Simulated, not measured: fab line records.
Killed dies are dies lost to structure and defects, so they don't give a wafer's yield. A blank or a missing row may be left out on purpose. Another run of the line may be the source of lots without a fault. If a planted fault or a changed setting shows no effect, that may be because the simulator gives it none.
Split-lot study	flow n5 finfet	on a route of 1938 steps: 7 lots, 39 wafers read

THE SPLIT ITSELF
At N5_MOL_CONTACT_COAG_VIA_ETCH_117 (etches SiO2 in C4F6/O2, target depth 40 nm, overetch 8 nm, time 26 s), the setting target depth a was moved away from the recipe's 400 angstrom on 12 of the 39 wafers read, by +5.6% to +11.3%. All remaining wafers had this setting at the recipe value.

Split to reading: the file shows no intervening step.

THE READING
etch.depth nm (the simulator's own value, which no gauge read), in nm, at N5_MOL_CONTACT_COAG_ETCH_124 (etches SiNx in CH3F/O2, stops on SiOC, target depth 6.5 nm). No usual value for it is given in the file. Here, 27 wafers ran the recipe; their average is 4.990 nm with a standard deviation of 0.024 nm.

wafer	tool, chamber at the split	target depth a as run, angstrom	against the recipe	etch.depth nm, nm	against lot-mates on the recipe
L074.1	rie diel-02, 2,3,3	422.4	+5.6%	4.85	-0.122
L074.2	rie diel-02, 2,3,3	422.4	+5.6%	4.822	-0.150
L074.3	rie diel-02, 1,0,0	400	recipe	4.967	-
L074.4	rie diel-02, 1,0,0	400	recipe	4.986	-
L074.5	rie diel-02, 1,0,0	400	recipe	4.963	-
L074.6	rie diel-02, 2,3,3	422.4	+5.6%	4.846	-0.126
L076.1	rie diel-05, 2,3,0,1,0,1	400	recipe	4.958	-
L076.2	rie diel-05, 2,3,0,1,0,1	400	recipe	4.977	-
L076.3	rie diel-05, 2,3,0,1,0,1	400	recipe	4.953	-
L076.4	rie diel-05, 2,3,0,1,0,1	400	recipe	5.02	-
L076.5	rie diel-05, 2,3,0,1,0,1	400	recipe	4.966	-
L076.6	rie diel-05, 2,3,0,1,0,1	400	recipe	4.954	-
L079.1	rie diel-05, 3,0,3	400	recipe	4.992	-
L079.4	rie diel-05, 3,0,3	400	recipe	4.991	-
L079.5	rie diel-05, 3,0,3	400	recipe	4.977	-
L083.1	rie diel-05, 3,2,0,1,1,0	400	recipe	5.026	-
L083.2	rie diel-05, 3,2,0,1,1,0	400	recipe	5.001	-
L083.3	rie diel-05, 3,2,0,1,1,0	400	recipe	5.016	-
L083.4	rie diel-05, 3,2,0,1,1,0	400	recipe	4.995	-
L083.5	rie diel-05, 3,2,0,1,1,0	400	recipe	4.999	-
L083.6	rie diel-05, 3,2,0,1,1,0	400	recipe	5.02	-
L086.1	rie diel-01, 3,1,1	445	+11.3%	4.724	-0.295
L086.2	rie diel-01, 3,1,1	445	+11.3%	4.731	-0.288
L086.3	rie diel-01, 0,2,2	400	recipe	5.031	-
L086.4	rie diel-01, 0,2,2	400	recipe	5.003	-
L086.5	rie diel-01, 3,1,1	445	+11.3%	4.697	-0.322
L086.6	rie diel-01, 0,2,2	400	recipe	5.023	-
L090.1	rie diel-05, 1,0,1	424.5	+6.1%	4.862	-0.112
L090.2	rie diel-05, 1,0,1	424.5	+6.1%	4.817	-0.157
L090.3	rie diel-05, 3,0,3	400	recipe	4.979	-
L090.4	rie diel-05, 1,0,1	424.5	+6.1%	4.811	-0.163
L090.5	rie diel-05, 3,0,3	400	recipe	4.999	-
L090.6	rie diel-05, 3,0,3	400	recipe	4.945	-
L091.1	rie diel-05, 2,3,1	444.7	+11.2%	4.699	-0.300
L091.2	rie diel-05, 0,0,1	400	recipe	4.999	-
L091.3	rie diel-05, 2,3,1	444.7	+11.2%	4.675	-0.324
L091.4	rie diel-05, 2,3,1	444.7	+11.2%	4.706	-0.293
L091.5	rie diel-05, 0,0,1	400	recipe	4.983	-
L091.6	rie diel-05, 0,0,1	400	recipe	5.014	-
Where a row lists several chambers, the file gives one row for several wafers and doesn't say which wafer went through which chamber.

FIT RESULTS
A straight line over all 39 wafers: etch.depth nm changes by -0.0256 nm for each +1% of target depth a; r = -0.98; the points scatter about the line by 0.023 nm.
The same after taking each lot's own level away (the mean of its wafers on the recipe; 39 wafers): -0.0265 nm for each +1%; r = -0.99; scatter 0.018 nm.
On that fit, the largest move of target depth a shifts the reading by 0.3 nm.
Across the lots, their own levels run from 4.9713 to 5.0190 nm, a range of 2.0 times the standard deviation given above.
So the lot-to-lot level changes the slope little: the two slopes agree.
Check: -0.297 nm against its lot-mates is what the line predicts for one of the wafers moved furthest among these (+11.3%) when that wafer is left out of the fit. It came out at -0.295 nm against them.

ADDITIONAL SPLITS CARRIED BY THESE WAFERS
Before the reading, these wafers also passed through other splits. Each is held against what the fit with the lots' levels taken away leaves over:
other split on the same wafers	wafers away from the commonest value	r with etch.depth nm (lot level and that fit taken away)
N5_FIN_SAQP_SPACER1_ALD_24 temp c	18	+0.24
N5_DUMMY_GATE_ETCH_31 target depth a	12	+0.00
N5_DUMMY_GATE_ETCH_32 time s	18	+0.09
N5_DUMMY_GATE_ETCH_44 target depth a	18	-0.08

FILE'S OWN FIT
etch.depth nm changes by -0.0263 nm for each +1% of target depth a, r = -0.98.
